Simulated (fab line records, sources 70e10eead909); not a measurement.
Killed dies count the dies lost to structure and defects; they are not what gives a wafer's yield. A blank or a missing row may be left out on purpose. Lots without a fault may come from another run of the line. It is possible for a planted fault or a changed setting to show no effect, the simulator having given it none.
fab line records    flow nandHarc
record lots=24  wafers=72  lastDay=33
route steps=1302 shown P_GATE@143 P_M0@274 P_M1@306
lots that met no fault: from a run of the same line without faults
startH: hours from the record's opening day to when the first of the lot's shown wafers began    waitH: how many hours have passed since the lot's step before this one    " repeats the value in the row above    L1.1+2: a single row standing in for several wafers    - either no value or no given start    * or withheld: withheld    < > ~ a bound
route shown NAME@n: names a module that has steps shown in the file, with the first one's number in the route    usual: mean and standard deviation over wafers with no fault    same: alike in all rows    chamber/n: place in a boat    sites: each site's reading    _std_site: standard deviation across them    _edge_site: the outer-site mean with the inner-site mean subtracted    radiusMm: for every site, how far away it sits from the centre of the wafer    mask NAME#n: copy n    behind: the last tool/chamber to shape the wafer    hold: what put the lot on hold/how long, in hours/how the hold closed    device: whichever transistor did not switch (one of n, p or np)    end of line: the same wafers' tests at the end of the route    where a step has no rows: the recipe by itself    killed: not the wafer's yield, but the dies lost to structure and defects at the first sort    map: dies across one wafer; x = killed, . = not, _ = none there
set.NAME: the setting that was run; set.NAME@STEP: the one run at that earlier step    model.NAME: the simulator's own value behind a step, which no gauge read
route steps across a sampled set of lots; one table per step, one row per wafer
services: from which hour (startH, from the record's first day; less than 0 if before it) a tool's chamber was out of use, for how many hours, and why
## steps
# step NHARC_P_GATE_INSPECT_28
# usual rawDefectCount=6.0/2.9
lot.wafer  tool              chamber  startH  waitH  rawDefectCount
L074.2     defectInspect-02  -        107.19  0.0    5
L074.5     "                 -        "       "      7
L074.6     "                 -        "       "      6
L075.1     defectInspect-01  -        112.19  0.0    6
L075.2     "                 -        "       "      7
L075.5     "                 -        "       "      5
L076.1     defectInspect-01  -        126.35  0.0    5
L076.4     "                 -        "       "      7
L076.6     "                 -        "       "      4
L077.4     defectInspect-02  -        127.01  0.0    8
L077.5     "                 -        "       "      7
L077.6     "                 -        "       "      4
L078.1     defectInspect-02  -        141.64  0.0    10
L078.2     "                 -        "       "      5
L078.5     "                 -        "       "      5
L079.2     defectInspect-02  -        148.18  0.0    4
L079.3     "                 -        "       "      5
L079.6     "                 -        "       "      9
L080.1     defectInspect-01  -        159.09  0.0    3
L080.4     "                 -        "       "      6
L080.6     "                 -        "       "      10
L081.1     defectInspect-02  -        175.79  0.0    4
L081.3     "                 -        "       "      0
L081.5     "                 -        "       "      3
L082.1     defectInspect-02  -        176.31  0.0    7
L082.2     "                 -        "       "      4
L082.4     "                 -        "       "      6
L084.3     defectInspect-02  -        193.18  0.0    5
L084.5     "                 -        "       "      6
L084.6     "                 -        "       "      3
L083.2     defectInspect-01  -        193.38  0.0    0
L083.3     "                 -        "       "      3
L083.5     "                 -        "       "      5
L085.2     defectInspect-02  -        214.61  0.0    7
L085.3     "                 -        "       "      4
L085.5     "                 -        "       "      9
L086.1     defectInspect-01  -        218.65  0.0    3
L086.3     "                 -        "       "      12
L086.6     "                 -        "       "      6
L087.2     defectInspect-01  -        223.19  0.0    4
L087.3     "                 -        "       "      12
L087.5     "                 -        "       "      1
L088.2     defectInspect-02  -        240.33  0.0    4
L088.3     "                 -        "       "      6
L088.6     "                 -        "       "      8
L089.2     defectInspect-02  -        240.49  0.0    10
L089.3     "                 -        "       "      3
L089.4     "                 -        "       "      5
L090.3     defectInspect-01  -        259.98  0.0    16
L090.4     "                 -        "       "      10
L090.5     "                 -        "       "      6
L091.2     defectInspect-02  -        271.20  0.0    7
L091.5     "                 -        "       "      8
L091.6     "                 -        "       "      8
L092.1     defectInspect-01  -        275.86  0.0    7
L092.4     "                 -        "       "      4
L092.5     "                 -        "       "      7
L093.1     defectInspect-02  -        297.43  0.0    4
L093.5     "                 -        "       "      8
L093.6     "                 -        "       "      6
L094.2     defectInspect-01  -        303.98  0.0    2
L094.3     "                 -        "       "      5
L094.5     "                 -        "       "      3
L095.3     defectInspect-01  -        304.15  0.0    6
L095.4     "                 -        "       "      12
L095.5     "                 -        "       "      10
L096.1     defectInspect-02  -        317.94  0.0    5
L096.3     "                 -        "       "      4
L096.5     "                 -        "       "      9
L097.2     defectInspect-02  -        326.12  0.0    3
L097.4     "                 -        "       "      1
L097.6     "                 -        "       "      4
# step NHARC_P_GATE_ETCH_104
# recipe targetDepthA=600  timeS=withheld  cf4FlowSccm=100  chf3FlowSccm=30  arFlowSccm=0  rfW=500  biasW=200  chemistry=CF4/CHF3
# usual chamberPressureMTorr=25.001/0.023  drypumpMotorCurrentA=5.8/0.38  oesProductAu=0.955/0.021  rfVppV=370.4/2.3  showerheadPlenumPTorr=1.57/0.063  throttleValvePct=16.802/0.0082
lot.wafer  tool        chamber  startH  waitH  chamberPressureMTorr  drypumpMotorCurrentA  oesProductAu  rfVppV  showerheadPlenumPTorr  throttleValvePct
L074.2     rieDiel-06  0        107.35  0.1    25.032                6.6                   0.974         367.9   1.49                   16.815
L074.6     "           3        "       "      25.000                5.4                   0.972         372.6   1.61                   16.799
L074.5     "           2        "       "      25.005                5.9                   0.955         369.9   1.55                   16.810
L075.1     rieDiel-02  3        112.34  0.1    24.954                5.8                   0.951         371.9   1.61                   16.794
L075.2     "           2        "       "      25.036                5.9                   0.965         369.5   1.52                   16.795
L075.5     "           0        "       "      25.035                5.7                   0.953         374.3   1.67                   16.797
L076.4     rieDiel-06  2        126.50  0.1    25.025                5.9                   0.979         368.4   1.55                   16.806
L076.1     "           3        "       "      24.973                5.4                   0.966         371.2   1.61                   16.804
L076.6     "           3        "       "      25.027                5.4                   0.977         372.1   1.61                   16.805
L077.4     rieDiel-06  3        127.15  0.1    24.987                5.4                   0.981         372.1   1.61                   16.803
L077.6     "           3        "       "      25.043                5.5                   0.985         371.2   1.61                   16.804
L077.5     "           0        "       "      24.967                6.6                   1.001         369.1   1.49                   16.809
L078.1     rieDiel-02  0        141.81  0.1    24.999                5.8                   0.957         373.0   1.67                   16.812
L078.2     "           3        "       "      24.967                5.8                   0.967         370.0   1.61                   16.791
L078.5     "           2        "       "      24.995                5.9                   0.949         369.8   1.52                   16.818
L079.3     rieDiel-02  0        148.35  0.1    24.987                5.8                   0.925         375.6   1.67                   16.796
L079.2     "           3        "       "      24.992                5.8                   0.913         370.8   1.61                   16.811
L079.6     "           2        "       "      24.995                5.9                   0.910         369.3   1.52                   16.804
L080.1     rieDiel-02  1        159.23  0.1    24.930                5.6                   0.922         372.1   1.63                   16.811
L080.4     "           2        "       "      24.992                5.9                   0.953         367.2   1.52                   16.791
L080.6     "           2        "       "      25.009                5.9                   0.948         367.3   1.52                   16.802
L081.1     rieDiel-13  2        175.95  0.1    25.013                5.4                   0.975         374.2   1.68                   16.799
L081.3     "           3        "       "      25.006                6.5                   0.993         367.2   1.50                   16.800
L081.5     "           1        "       "      25.012                5.7                   0.959         369.1   1.56                   16.791
L082.4     rieDiel-02  1        176.46  0.1    24.973                5.6                   0.916         372.6   1.63                   16.795
L082.1     "           3        "       "      25.029                5.8                   0.918         371.6   1.61                   16.801
L082.2     "           0        "       "      25.034                5.7                   0.921         373.8   1.67                   16.806
L084.3     rieDiel-06  0        193.33  0.1    24.997                6.6                   0.925         368.4   1.49                   16.795
L084.6     "           2        "       "      24.995                5.9                   0.937         370.1   1.55                   16.810
L084.5     "           3        "       "      24.961                5.4                   0.925         371.8   1.61                   16.804
L083.3     rieDiel-13  3        193.54  0.1    25.000                6.5                   1.001         367.8   1.50                   16.779
L083.2     "           0        "       "      24.982                5.2                   0.968         371.7   1.61                   16.797
L083.5     "           2        "       "      24.997                5.4                   0.955         373.0   1.68                   16.808
L085.2     rieDiel-13  1        214.78  0.1    25.061                5.7                   0.961         370.9   1.56                   16.801
L085.3     "           0        "       "      24.961                5.2                   0.963         370.2   1.61                   16.797
L085.5     "           3        "       "      25.027                6.5                   0.969         369.1   1.50                   16.804
L086.1     rieDiel-06  2        218.80  0.1    24.983                5.9                   0.982         371.4   1.55                   16.798
L086.3     "           3        "       "      25.041                5.4                   0.966         371.3   1.61                   16.807
L086.6     "           0        "       "      25.002                6.6                   0.959         368.3   1.49                   16.796
L087.3     rieDiel-06  1        223.64  0.4    25.023                5.9                   0.959         367.6   1.49                   16.792
L087.2     "           3        "       "      24.996                5.4                   0.955         371.1   1.61                   16.791
L087.5     "           1        "       "      25.009                5.9                   0.950         368.2   1.49                   16.821
L088.2     rieDiel-06  3        240.48  0.1    25.017                5.4                   0.936         371.8   1.61                   16.817
L088.3     "           0        "       "      24.996                6.6                   0.948         368.8   1.49                   16.811
L088.6     "           1        "       "      24.994                5.9                   0.958         367.1   1.49                   16.803
L089.3     rieDiel-02  0        240.63  0.1    25.020                5.8                   0.971         374.9   1.66                   16.826
L089.4     "           1        "       "      25.002                5.6                   0.970         373.0   1.63                   16.805
L089.2     "           3        "       "      25.007                5.8                   0.975         371.1   1.60                   16.813
L090.4     rieDiel-02  2        260.13  0.1    25.018                5.9                   0.950         369.1   1.52                   16.812
L090.3     "           1        "       "      25.030                5.6                   0.946         371.8   1.63                   16.798
L090.5     "           2        "       "      24.970                5.9                   0.946         368.7   1.52                   16.812
L091.2     rieDiel-06  2        271.34  0.1    25.014                5.9                   0.967         370.1   1.55                   16.799
L091.6     "           2        "       "      25.032                5.9                   0.970         370.3   1.55                   16.799
L091.5     "           3        "       "      24.989                5.4                   0.975         372.0   1.61                   16.788
L092.1     rieDiel-06  1        276.01  0.1    24.990                5.9                   0.972         367.8   1.49                   16.790
L092.4     "           2        "       "      24.999                5.9                   0.963         369.2   1.55                   16.811
L092.5     "           1        "       "      24.997                5.9                   0.976         368.9   1.49                   16.789
L093.1     rieDiel-13  1        297.58  0.1    24.999                5.8                   0.924         371.3   1.56                   16.805
L093.5     "           1        "       "      25.023                5.8                   0.924         370.7   1.56                   16.816
L093.6     "           2        "       "      24.990                5.4                   0.913         374.4   1.68                   16.814
L094.3     rieDiel-06  1        304.12  0.1    25.035                5.9                   0.939         366.1   1.49                   16.789
L094.2     "           0        "       "      25.005                6.6                   0.938         368.1   1.49                   16.798
L094.5     "           1        "       "      25.000                5.9                   0.937         366.9   1.49                   16.806
L095.3     rieDiel-13  1        304.29  0.1    25.010                5.7                   0.923         368.9   1.56                   16.797
L095.4     "           3        "       "      25.021                6.5                   0.945         369.0   1.50                   16.803
L095.5     "           2        "       "      25.003                5.4                   0.926         376.2   1.68                   16.791
L096.1     rieDiel-13  2        318.09  0.1    24.997                5.4                   0.973         372.6   1.68                   16.813
L096.3     "           1        "       "      25.045                5.8                   0.972         370.1   1.56                   16.813
L096.5     "           2        "       "      24.977                5.4                   0.969         372.5   1.68                   16.799
L097.4     rieDiel-06  2        326.26  0.1    25.022                5.9                   0.966         370.4   1.55                   16.810
L097.2     "           3        "       "      25.009                5.4                   0.952         372.7   1.61                   16.798
L097.6     "           3        "       "      25.004                5.4                   0.958         372.5   1.61                   16.806
# step NHARC_P_M0_PVD_20
# recipe targetThkA=50  biasV=168.6  powerW=15000  chamberPressurePa=0.12  timeS=8.06  substrateTempC=50  material=TaN
# usual throttleValvePct=29.8/0.86
lot.wafer  tool           chamber  startH  waitH  throttleValvePct
L074.2     pvdSputter-03  -        -       -      30.1
L074.6     "              -        "       "      28.8
L074.5     "              -        "       "      29.2
L075.2     pvdSputter-03  -        -       -      29.2
L075.1     "              -        "       "      30.8
L075.5     "              -        "       "      30.9
L076.4     pvdSputter-01  -        -       -      28.0
L076.1     "              -        "       "      29.7
L076.6     "              -        "       "      28.0
L077.4     pvdSputter-01  -        -       -      27.8
L077.6     "              -        "       "      28.1
L077.5     "              -        "       "      29.6
L078.1     pvdSputter-03  -        -       -      28.8
L078.2     "              -        "       "      30.0
L078.5     "              -        "       "      28.6
L079.2     pvdSputter-01  -        -       -      28.0
L079.3     "              -        "       "      29.8
L079.6     "              -        "       "      29.6
L080.4     pvdSputter-01  -        -       -      28.1
L080.1     "              -        "       "      29.7
L080.6     "              -        "       "      28.2
L081.3     pvdSputter-02  -        -       -      29.0
L081.1     "              -        "       "      31.2
L081.5     "              -        "       "      29.8
L082.2     pvdSputter-02  -        -       -      29.8
L082.4     "              -        "       "      31.0
L082.1     "              -        "       "      29.2
L084.3     pvdSputter-03  -        -       -      30.4
L084.6     "              -        "       "      30.1
L084.5     "              -        "       "      30.1
L083.2     pvdSputter-01  -        -       -      29.9
L083.3     "              -        "       "      29.6
L083.5     "              -        "       "      29.9
L085.3     pvdSputter-03  -        -       -      30.6
L085.2     "              -        "       "      29.9
L085.5     "              -        "       "      29.7
L086.1     pvdSputter-03  -        -       -      29.8
L086.3     "              -        "       "      30.0
L086.6     "              -        "       "      29.5
L087.2     pvdSputter-03  -        -       -      28.5
L087.3     "              -        "       "      29.7
L087.5     "              -        "       "      28.6
L088.2     pvdSputter-01  -        -       -      28.8
L088.3     "              -        "       "      28.8
L088.6     "              -        "       "      30.1
L089.4     pvdSputter-02  -        -       -      28.9
L089.2     "              -        "       "      30.1
L089.3     "              -        "       "      31.0
L090.4     pvdSputter-02  -        -       -      30.7
L090.3     "              -        "       "      30.9
L090.5     "              -        "       "      31.0
L091.2     pvdSputter-02  -        -       -      31.1
L091.6     "              -        "       "      30.0
L091.5     "              -        "       "      29.8
L092.1     pvdSputter-01  -        -       -      30.3
L092.4     "              -        "       "      28.6
L092.5     "              -        "       "      29.3
L093.1     pvdSputter-02  -        -       -      31.1
L093.6     "              -        "       "      30.9
L093.5     "              -        "       "      30.9
L094.2     pvdSputter-03  -        -       -      29.8
L094.3     "              -        "       "      30.1
L094.5     "              -        "       "      30.0
L095.4     pvdSputter-02  -        -       -      31.3
L095.3     "              -        "       "      29.7
L095.5     "              -        "       "      31.1
L096.3     pvdSputter-03  -        -       -      30.1
L096.1     "              -        "       "      28.6
L096.5     "              -        "       "      28.5
L097.4     pvdSputter-02  -        -       -      30.1
L097.2     "              -        "       "      31.2
L097.6     "              -        "       "      29.6
# step NHARC_P_M0_ANNEAL_30
# recipe tempC=225  timeS=90
# usual wafer_temp_C_max=226.2/0.32
lot.wafer  tool          chamber  startH  waitH  wafer_temp_C_max
L074.2     rtpAnneal-01  0        132.60  -      225.9
L074.5     "             0        "       "      226.2
L074.6     "             0        "       "      226.4
L075.1     rtpAnneal-02  0        138.19  -      226.7
L075.2     "             0        "       "      226.6
L075.5     "             0        "       "      226.1
L076.1     rtpAnneal-02  0        152.25  0.3    226.6
L076.4     "             0        "       "      226.2
L076.6     "             0        "       "      226.8
L077.4     rtpAnneal-02  0        154.13  -      226.1
L077.5     "             0        "       "      226.8
L077.6     "             0        "       "      226.2
L078.1     rtpAnneal-02  0        167.49  0.3    226.7
L078.2     "             0        "       "      226.3
L078.5     "             0        "       "      226.6
L079.2     rtpAnneal-01  0        173.81  -      226.3
L079.3     "             0        "       "      226.0
L079.6     "             0        "       "      226.1
L080.1     rtpAnneal-02  0        184.90  -      226.2
L080.4     "             0        "       "      226.4
L080.6     "             0        "       "      226.2
L081.1     rtpAnneal-01  0        201.93  0.3    226.3
L081.3     "             0        "       "      225.8
L081.5     "             0        "       "      226.1
L082.1     rtpAnneal-02  0        202.84  0.3    226.2
L082.2     "             0        "       "      226.4
L082.4     "             0        "       "      226.8
L084.3     rtpAnneal-01  0        218.82  0.3    225.6
L084.5     "             0        "       "      226.0
L084.6     "             0        "       "      225.7
L083.2     rtpAnneal-01  0        219.54  -      226.2
L083.3     "             0        "       "      226.2
L083.5     "             0        "       "      225.8
L085.2     rtpAnneal-01  0        240.99  0.4    226.3
L085.3     "             0        "       "      225.8
L085.5     "             0        "       "      225.7
L086.1     rtpAnneal-02  0        246.83  0.3    226.3
L086.3     "             0        "       "      227.1
L086.6     "             0        "       "      226.6
L087.2     rtpAnneal-02  0        249.38  0.3    226.0
L087.3     "             0        "       "      226.5
L087.5     "             0        "       "      226.5
L088.2     rtpAnneal-02  0        266.49  0.4    226.3
L088.3     "             0        "       "      226.3
L088.6     "             0        "       "      225.9
L089.2     rtpAnneal-02  0        267.37  -      226.7
L089.3     "             0        "       "      226.5
L089.4     "             0        "       "      226.3
L090.3     rtpAnneal-01  0        286.21  -      226.1
L090.4     "             0        "       "      225.9
L090.5     "             0        "       "      226.3
L091.2     rtpAnneal-02  0        297.27  0.3    226.9
L091.5     "             0        "       "      226.5
L091.6     "             0        "       "      226.5
L092.1     rtpAnneal-02  0        301.95  -      226.9
L092.4     "             0        "       "      226.0
L092.5     "             0        "       "      226.3
L093.1     rtpAnneal-01  0        323.29  -      226.5
L093.5     "             0        "       "      226.2
L093.6     "             0        "       "      226.3
L094.2     rtpAnneal-02  0        329.79  0.4    226.0
L094.3     "             0        "       "      226.1
L094.5     "             0        "       "      225.6
L095.3     rtpAnneal-01  0        330.29  0.4    226.0
L095.4     "             0        "       "      226.0
L095.5     "             0        "       "      226.1
L096.1     rtpAnneal-01  0        343.97  0.3    226.2
L096.3     "             0        "       "      225.7
L096.5     "             0        "       "      226.5
L097.2     rtpAnneal-01  0        352.00  -      225.8
L097.4     "             0        "       "      226.1
L097.6     "             0        "       "      225.8
# step NHARC_P_M1_PRE_CLEAN_30
# recipe timeS=30  tempC=280  gas=H2/He
# usual heaterPowerW=439/33  susceptorTempC=279.99/0.16
lot.wafer  tool           chamber  startH  waitH  heaterPowerW  susceptorTempC
L074.2     pvdSputter-01  -        -       -      463           280.04
L074.6     "              -        "       "      453           280.02
L074.5     "              -        "       "      450           280.15
L075.2     pvdSputter-03  -        -       -      423           279.95
L075.1     "              -        "       "      365           279.93
L075.5     "              -        "       "      401           279.79
L076.4     pvdSputter-03  -        -       -      422           279.96
L076.1     "              -        "       "      364           279.57
L076.6     "              -        "       "      370           279.75
L077.4     pvdSputter-01  -        -       -      458           279.93
L077.5     "              -        "       "      439           280.34
L077.6     "              -        "       "      464           279.91
L078.1     pvdSputter-02  -        -       -      482           280.05
L078.2     "              -        "       "      452           279.90
L078.5     "              -        "       "      448           280.05
L079.3     pvdSputter-02  -        -       -      417           279.82
L079.2     "              -        "       "      456           280.24
L079.6     "              -        "       "      444           280.05
L080.1     pvdSputter-01  -        -       -      474           279.97
L080.4     "              -        "       "      446           280.03
L080.6     "              -        "       "      473           280.23
L081.1     pvdSputter-02  -        -       -      468           280.23
L081.3     "              -        "       "      463           280.03
L081.5     "              -        "       "      478           279.75
L082.1     pvdSputter-01  -        -       -      465           279.97
L082.4     "              -        "       "      453           280.01
L082.2     "              -        "       "      471           280.01
L084.3     pvdSputter-02  -        -       -      454           279.72
L084.6     "              -        "       "      409           280.03
L084.5     "              -        "       "      458           279.82
L083.2     pvdSputter-01  -        -       -      433           280.13
L083.3     "              -        "       "      447           279.98
L083.5     "              -        "       "      465           279.97
L085.2     pvdSputter-03  -        -       -      369           279.84
L085.3     "              -        "       "      447           280.11
L085.5     "              -        "       "      414           279.99
L086.3     pvdSputter-01  -        -       -      440           -
L086.1     "              -        "       "      480           -
L086.6     "              -        "       "      486           -
L087.2     pvdSputter-02  -        -       -      404           279.86
L087.3     "              -        "       "      459           279.97
L087.5     "              -        "       "      408           279.85
L088.2     pvdSputter-02  -        -       -      457           279.96
L088.3     "              -        "       "      480           279.96
L088.6     "              -        "       "      454           280.09
L089.4     pvdSputter-01  -        -       -      469           280.00
L089.3     "              -        "       "      424           280.32
L089.2     "              -        "       "      449           280.07
L090.4     pvdSputter-03  -        -       -      444           280.32
L090.3     "              -        "       "      365           279.91
L090.5     "              -        "       "      375           279.84
L091.2     pvdSputter-03  -        -       -      373           -
L091.5     "              -        "       "      382           -
L091.6     "              -        "       "      449           -
L092.4     pvdSputter-02  -        -       -      436           -
L092.1     "              -        "       "      471           -
L092.5     "              -        "       "      481           -
L093.1     pvdSputter-03  -        -       -      376           279.79
L093.5     "              -        "       "      411           280.11
L093.6     "              -        "       "      381           279.97
L094.3     pvdSputter-02  -        -       -      491           279.78
L094.2     "              -        "       "      419           279.92
L094.5     "              -        "       "      487           279.77
L095.4     pvdSputter-03  -        -       -      375           279.80
L095.3     "              -        "       "      416           279.69
L095.5     "              -        "       "      445           280.14
L096.1     pvdSputter-02  -        -       -      484           280.01
L096.3     "              -        "       "      444           280.03
L096.5     "              -        "       "      468           279.88
L097.4     pvdSputter-02  -        -       -      417           -
L097.2     "              -        "       "      490           -
L097.6     "              -        "       "      446           -
# step NHARC_P_M1_CMP_23
# recipe tOverpolishS=20  targetThkNm=157.82
# usual motorCurrentA=11.8/1.1  timeToEndpointS=29.4/2.5
lot.wafer  tool    chamber  startH  waitH  motorCurrentA  timeToEndpointS
L074.2     cmp-04  2        137.02  -      12.7           34.4
L074.6     "       3        "       "      14.1           30.1
L074.5     "       0        "       "      11.5           31.4
L075.2     cmp-01  1        142.61  -      11.3           29.1
L075.1     "       0        "       "      11.2           30.3
L075.5     "       2        "       "      10.8           29.9
L076.4     cmp-04  0        156.75  -      11.5           30.5
L076.1     "       3        "       "      14.6           28.1
L076.6     "       0        "       "      11.5           28.5
L077.4     cmp-01  2        158.57  -      10.2           31.2
L077.6     "       2        "       "      10.4           29.3
L077.5     "       3        "       "      12.6           29.3
L078.1     cmp-01  2        172.14  -      10.7           31.0
L078.2     "       3        "       "      12.3           27.5
L078.5     "       0        "       "      12.1           31.9
L079.2     cmp-04  0        178.27  -      11.6           30.0
L079.3     "       1        "       "      10.6           31.4
L079.6     "       0        "       "      11.6           27.9
L080.1     cmp-02  2        189.49  -      10.8           25.9
L080.4     "       0        "       "      12.0           22.9
L080.6     "       2        "       "      11.0           23.7
L081.1     cmp-04  0        206.34  -      11.3           29.2
L081.3     "       2        "       "      13.5           37.4
L081.5     "       0        "       "      11.2           30.7
L082.4     cmp-01  2        207.37  -      10.9           32.4
L082.1     "       3        "       "      12.5           28.6
L082.2     "       0        "       "      11.5           31.6
L084.3     cmp-04  3        223.12  -      13.4           27.8
L084.6     "       2        "       "      13.4           29.7
L084.5     "       3        "       "      13.3           27.3
L083.2     cmp-02  1        224.01  -      12.3           32.1
L083.3     "       2        "       "      10.8           28.6
L083.5     "       0        "       "      12.4           24.9
L085.3     cmp-01  2        245.75  -      10.2           30.7
L085.2     "       0        "       "      11.5           31.5
L085.5     "       3        "       "      12.3           25.5
L086.3     cmp-04  1        251.79  -      10.2           31.0
L086.1     "       3        "       "      13.3           27.0
L086.6     "       1        "       "      9.9            30.4
L087.2     cmp-02  0        253.97  -      12.1           24.4
L087.3     "       1        "       "      13.1           30.5
L087.5     "       2        "       "      10.7           26.0
L088.3     cmp-01  3        271.03  -      12.6           28.1
L088.2     "       2        "       "      10.7           29.3
L088.6     "       0        "       "      11.2           27.6
L089.2     cmp-01  1        271.90  -      11.4           26.8
L089.4     "       2        "       "      11.1           30.4
L089.3     "       3        "       "      13.0           26.0
L090.4     cmp-01  2        290.52  -      10.7           29.7
L090.3     "       0        "       "      12.0           28.2
L090.5     "       2        "       "      11.4           29.0
L091.2     cmp-04  3        302.08  -      13.3           30.2
L091.5     "       0        "       "      11.7           26.8
L091.6     "       1        "       "      10.5           29.9
L092.1     cmp-02  3        306.80  -      12.4           26.6
L092.4     "       0        "       "      12.3           25.3
L092.5     "       2        "       "      10.5           25.0
L093.1     cmp-01  2        327.77  -      10.9           32.5
L093.6     "       3        "       "      12.8           29.5
L093.5     "       0        "       "      11.3           30.8
L094.3     cmp-01  3        334.30  -      12.6           29.3
L094.2     "       2        "       "      10.3           29.9
L094.5     "       0        "       "      11.7           31.9
L095.4     cmp-04  1        334.93  -      10.3           30.8
L095.3     "       2        "       "      13.0           32.2
L095.5     "       2        "       "      13.0           30.2
L096.3     cmp-02  2        348.53  -      11.0           26.6
L096.1     "       3        "       "      12.8           26.2
L096.5     "       0        "       "      11.4           26.3
L097.4     cmp-04  0        356.39  -      11.3           28.0
L097.2     "       1        "       "      10.2           30.2
L097.6     "       3        "       "      14.0           32.4
## services
tool           chamber  startH  hours  kind
cmp-01         -        87.50   4.0    pm
cmp-01         -        94.41   1.3    repair
rieDiel-06     1        105.97  3.8    repair
pvdSputter-02  -        107.98  10.0   pm
cmp-01         -        130.18  1.8    repair
rieDiel-06     -        130.20  9.0    pm
pvdSputter-01  -        162.41  0.5    repair
pvdSputter-03  -        170.00  10.0   pm
cmp-01         -        185.50  4.0    pm
cmp-01         -        190.25  1.1    repair
cmp-01         -        195.74  0.4    repair
pvdSputter-03  -        201.81  5.6    repair
rieDiel-06     1        228.87  3.5    repair
pvdSputter-01  -        239.15  10.0   pm
cmp-01         -        249.89  5.4    repair
cmp-01         -        283.50  4.0    pm
pvdSputter-02  -        285.98  10.0   pm
rieDiel-06     -        307.20  9.0    pm
cmp-01         -        309.13  5.1    repair
cmp-01         -        323.73  0.8    repair
rieDiel-06     1        329.53  7.0    repair
rieDiel-06     0        337.37  7.7    repair
rieDiel-06     3        347.07  5.3    repair
pvdSputter-03  -        348.00  10.0   pm
## key
fault none
